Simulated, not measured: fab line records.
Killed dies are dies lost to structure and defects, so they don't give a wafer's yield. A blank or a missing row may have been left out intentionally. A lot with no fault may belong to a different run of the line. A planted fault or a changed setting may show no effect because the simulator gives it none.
Lot-split experiment | flow n5Finfet | 7 lots, 21 wafers read, on a route of 1938 steps

== ON THE SPLIT ==
At N5_PASSIVATION_ETCH_54 (etches SiO2 in CHF3/O2, target depth 880 nm, time 440 s), the setting timeS was moved away from the recipe's 440 s on 7 of the 21 wafers read, by -20.9% to +13.7%. This setting was run at the recipe's value on the other wafers.

The reading is taken at the split's own step.

== THE READING ==
etch.depthNm (the simulator's own value, which no gauge read), in nm, at N5_PASSIVATION_ETCH_54 (etches SiO2 in CHF3/O2, target depth 880 nm, time 440 s). The file does not state a usual value for it. Across the 14 wafers here that went through the recipe, the average is 876.7 nm and the standard deviation 13 nm.

wafer  | tool, chamber at the split | timeS as run, s | against the recipe | etch.depthNm, nm | against lot-mates on the recipe
L082.1 | rieDiel-05, 0              | 440             | recipe             | 867              | -
L082.2 | rieDiel-05, 3              | 500.3           | +13.7%             | 982.6            | +115.6
L082.4 | rieDiel-05, 2              | 500.3           | +13.7%             | 999.7            | +132.7
L077.2 | rieDiel-05, 3              | 440             | recipe             | 874              | -
L077.4 | rieDiel-05, 1              | 440             | recipe             | 888.2            | -
L077.5 | rieDiel-05, 0              | 440             | recipe             | 867.8            | -
L083.2 | rieDiel-05, 0              | 348             | -20.9%             | 674.4            | -194.8
L083.4 | rieDiel-05, 1              | 440             | recipe             | 869.2            | -
L083.5 | rieDiel-05, 0              | 348             | -20.9%             | 679.2            | -190.0
L086.1 | rieDiel-05, 1              | 440             | recipe             | 893.8            | -
L086.3 | rieDiel-05, 0              | 440             | recipe             | 879.7            | -
L086.5 | rieDiel-05, 2              | 491             | +11.6%             | 985.6            | +98.9
L087.1 | rieDiel-03, 0              | 440             | recipe             | 883.4            | -
L087.2 | rieDiel-03, 1              | 440             | recipe             | 867.2            | -
L087.4 | rieDiel-03, 2              | 378.4           | -14.0%             | 757              | -118.3
L090.2 | rieDiel-05, 3              | 440             | recipe             | 850.8            | -
L090.3 | rieDiel-05, 0              | 440             | recipe             | 868.5            | -
L090.5 | rieDiel-05, 0              | 467.2           | +6.2%              | 925.6            | +66.0
L092.1 | rieDiel-04, 0              | 440             | recipe             | 870.2            | -
L092.2 | rieDiel-04, 1              | 440             | recipe             | 900.9            | -
L092.4 | rieDiel-04, 2              | 440             | recipe             | 892.9            | -

FIT RESULTS
A straight line over all 21 wafers: etch.depthNm changes by +9.09 nm for each +1% of timeS; r = +0.99; the points scatter about the line by 13 nm.
The same after taking each lot's own level away (the mean of its wafers on the recipe; 21 wafers): +9.06 nm for each +1%; r = +0.99; scatter 8.9 nm.
According to that fit, moving timeS by its largest amount changes the reading by 1.9e+02 nm.
The lots' own levels span 859.65 to 888.00 nm, that is 2.2 times the standard deviation above.
The two slopes agree, so the slope changes little with the lot-to-lot level.
Check: -187 nm against its lot-mates is what the line predicts for one of the wafers moved furthest among these (-20.9%) when that wafer is left out of the fit. Against them it came out at -195 nm.

== FURTHER SPLITS ON THESE WAFERS ==
Before the reading, these wafers also passed through other splits. Each is held against what the fit with the lots' levels taken away leaves over:
other split on the same wafers | wafers away from the commonest value | r with etch.depthNm (lot level and that fit taken away)
N5_BEOL_M15_SPUTTER_43 powerW  | 11                                   | -0.38
N5_BEOL_M15_SPUTTER_44 powerW  | 4                                    | +0.12
N5_PASSIVATION_ETCH_15 biasW   | 7                                    | -0.10
N5_PASSIVATION_AL_DEP_21 timeS | 6                                    | +0.14

== THE WHOLE CHAIN: every reading that the file lists as answering this split, in the file's order ==
step                   | what it does                                            | reading                                                                     | change (the file's fit)              | r (the file's)
N5_PASSIVATION_ETCH_54 | etches SiO2 in CHF3/O2, target depth 880 nm, time 440 s | PASSIVATION.featureDepthNm (the simulator's own value, which no gauge read) | +8.99 nm for each +1% of the setting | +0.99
N5_PASSIVATION_ETCH_54 | etches SiO2 in CHF3/O2, target depth 880 nm, time 440 s | etch.depthNm (the simulator's own value, which no gauge read)               | +8.99 nm for each +1% of the setting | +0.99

== THE FILE'S OWN FIT ==
etch.depthNm changes by +8.99 nm for each +1% of timeS, r = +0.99.
